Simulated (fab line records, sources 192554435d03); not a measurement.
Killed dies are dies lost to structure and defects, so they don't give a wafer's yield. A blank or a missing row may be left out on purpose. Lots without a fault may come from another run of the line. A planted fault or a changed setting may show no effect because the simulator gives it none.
Chamber matching | flow n5_finfet | N5_BEOL_M0_SAQP_PECVD_97 on pecvd-03: 3 sister chambers
The step deposits SiNx from SiH4/NH3/N2, target thk 23 nm, time 19.9 s. 18 wafers are shown with their chamber, then 8 later ones without.

WAFERS WITH THEIR CHAMBER
wafer  | chamber | throttle_valve_pct (%) | showerhead_plenum_p_Torr (Torr) | rf_fwd_power_W (W)
L333.1 | 2       | 39.7                   | 5.23                            | 299.4
L333.2 | 0       | 39.0                   | 5.17                            | 296.8
L333.3 | 1       | 36.7                   | 5.08                            | 292.6
L337.2 | 2       | 39.8                   | 5.25                            | 298.6
L337.3 | 0       | 38.9                   | 5.17                            | 298.2
L337.4 | 1       | 36.6                   | 5.07                            | 294.2
L339.1 | 0       | 39.1                   | 5.15                            | 298.1
L339.3 | 2       | 39.5                   | 5.25                            | 297.9
L339.5 | 2       | 39.5                   | 5.24                            | 297.9
L340.1 | 2       | 39.7                   | 5.24                            | 298.4
L340.2 | 0       | 39.0                   | 5.19                            | 297.8
L340.6 | 1       | 36.7                   | 5.08                            | 295.0
L341.1 | 1       | 36.7                   | 5.07                            | 294.7
L341.4 | 2       | 39.4                   | 5.23                            | 298.2
L341.5 | 1       | 36.5                   | 5.08                            | 295.6
L345.2 | 1       | 36.9                   | 5.06                            | 293.2
L345.5 | 0       | 39.5                   | 5.16                            | 297.3
L345.6 | 1       | 36.7                   | 5.08                            | 294.3

SIGNATURES (means of the wafers above)
reading                  | chamber 0 | chamber 1 | chamber 2 | scatter within a chamber
throttle_valve_pct       | 39.100    | 36.686    | 39.600    | 0.169
showerhead_plenum_p_Torr | 5.1680    | 5.0743    | 5.2400    | 0.0105
rf_fwd_power_W           | 297.640   | 294.229   | 298.400   | 0.79
Rule: a wafer's distance from a chamber is the root of the sum, over the readings, of the square of ((its reading less the chamber's mean) divided by the reading's scatter). The wafer belongs to the nearest chamber; if the next one is less than 2 further off, it can't be placed. The scatter: the root of (the sum of the squares of (reading less its chamber's mean) over the shown wafers, divided by (wafers less chambers)).

WAFERS WITHOUT THEIR CHAMBER
wafer  | throttle_valve_pct (%) | showerhead_plenum_p_Torr (Torr) | rf_fwd_power_W (W)
L352.3 | 39.3                   | 5.17                            | 297.3
L352.4 | 36.9                   | 5.08                            | 294.6
L352.5 | 39.4                   | 5.17                            | 298.1
L354.1 | 39.6                   | 5.17                            | 298.6
L354.4 | 39.5                   | 5.18                            | 299.1
L354.5 | 39.5                   | 5.18                            | 296.8
L355.5 | 39.7                   | 5.18                            | 298.8
L355.6 | 34.5                   | 5.22                            | 296.6

WHICH CHAMBER EACH WENT THROUGH
wafer  | from the rows above     | in truth
L352.3 | 0                       | 0
L352.4 | 1                       | 1
L352.5 | 0                       | 0
L354.1 | 0                       | 0
L354.4 | 0                       | 0
L354.5 | 0                       | 0
L355.5 | can't be placed: 0 or 2 | 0
L355.6 | 1                       | 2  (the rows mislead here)
Placed correctly: 6 of 8. Can't be placed from these rows: 1 (the true chamber is among the candidates in 1). Placed wrongly: 1.
